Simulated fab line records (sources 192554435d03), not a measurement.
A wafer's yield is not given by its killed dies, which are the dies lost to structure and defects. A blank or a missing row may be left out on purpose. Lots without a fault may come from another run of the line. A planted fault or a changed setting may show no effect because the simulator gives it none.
Split-lot experiment	flow n5 finfet	21 wafers read from 7 lots, route of 1938 steps

## ON THE SPLIT
At N5_BEOL_M1_ETCH_70 (etches SOC in N2/H2, target depth 80 nm, overetch 16 nm, time 120 s), the setting time s was moved away from the recipe's 120 s on 8 of the 21 wafers read, by -21.3% to +15.4%. This setting was run at the recipe's value on the other wafers.

Reading taken at the split's own step.

## THE READING
SiARC_of_BEOL_M1_COAT_68.thk nm (the simulator's own value, which no gauge read), in nm, at N5_BEOL_M1_ETCH_70 (etches SOC in N2/H2, target depth 80 nm, overetch 16 nm, time 120 s). The file does not state a usual value for it. Across the 13 wafers here that went through the recipe, the average is 6.2 nm and the standard deviation 0.22 nm.

wafer	tool, chamber at the split	time s as run, s	against the recipe	SiARC_of_BEOL_M1_COAT_68.thk nm, nm	against lot-mates on the recipe
L074.1	rie diel-06, 1	101.4	-15.5%	7.2	+0.8
L074.3	rie diel-06, 0	101.4	-15.5%	7.6	+1.2
L074.4	rie diel-06, 1	120	recipe	6.4	-
L077.1	rie diel-05, 2	94.4	-21.3%	7.6	+1.5
L077.2	rie diel-05, 0	120	recipe	5.8	-
L077.4	rie diel-05, 3	120	recipe	6.4	-
L080.3	rie diel-05, 1	138.5	+15.4%	5	-1.0
L080.4	rie diel-05, 3	138.5	+15.4%	5.6	-0.4
L080.5	rie diel-05, 1	120	recipe	6	-
L085.2	rie diel-02, 1	120	recipe	6.2	-
L085.3	rie diel-02, 2	120	recipe	6.4	-
L085.4	rie diel-02, 0	120	recipe	6.6	-
L092.1	rie diel-02, 3	95.07	-20.8%	7.2	+1.2
L092.2	rie diel-02, 0	95.07	-20.8%	7.6	+1.6
L092.4	rie diel-02, 3	120	recipe	6	-
L093.1	rie diel-05, 0	120	recipe	6	-
L093.3	rie diel-05, 2,3	120	recipe	6.4	-
L093.4	rie diel-05, 2,3	120	recipe	6.4	-
L095.1	rie diel-06, 3	120	recipe	6.2	-
L095.5	rie diel-06, 3	120	recipe	6.2	-
L095.2	rie diel-06, 0	109.1	-9.1%	7.2	+1.0
Rows listing several chambers each stand for several wafers; the file does not say which wafer went through which chamber.

THE FIT
A straight line over all 21 wafers: SiARC_of_BEOL_M1_COAT_68.thk nm changes by -0.0635 nm for each +1% of time s; r = -0.93; the points scatter about the line by 0.25 nm.
The same after taking each lot's own level away (the mean of its wafers on the recipe; 21 wafers): -0.0624 nm for each +1%; r = -0.94; scatter 0.23 nm.
The reading moves by 1.3 nm for the largest change in time s, on that fit.
Across the lots, their own levels run from 6.00 to 6.40 nm, a range of 1.8 times the standard deviation given above.
So the lot-to-lot level changes the slope little: the two slopes agree.
Check: for one of the wafers moved furthest among these (-21.3%), held out of the fit, the line's prediction against its lot-mates is +1.37 nm. It came out at +1.5 nm against them.

## ADDITIONAL SPLITS CARRIED BY THESE WAFERS
Note: prior to the reading, these wafers also went through further splits. Each is held against what the fit with the lots' levels taken away leaves over:
other split on the same wafers	wafers away from the commonest value	r with SiARC_of_BEOL_M1_COAT_68.thk nm (lot level and that fit taken away)
N5_HKMG_FIN_EXPOSE_46 dose mj	7	+0.20
N5_HKMG_FIN_ETCH_54 source w	5	+0.13
N5_HKMG_FIN_COAT_06 spin rpm	11	-0.07
N5_HKMG_FIN_DEVELOP_11 develop time s	6	+0.35
N5_MOL_CONTACT_COAG_COAT_58 spin rpm	8	+0.09
N5_MOL_CONTACT_COAG_ETCH_105 bias w	5	+0.03
N5_BEOL_M0_SAQP_PECVD_97 time s	8	-0.18
N5_BEOL_M0_SAQP_PECVD_04 time s	6	-0.05
N5_BEOL_M0_CUTY_COAT_50 spin rpm	8	+0.02

## FILE'S OWN FIT
SiARC_of_BEOL_M1_COAT_68.thk nm changes by -0.0667 nm for each +1% of time s, r = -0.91.
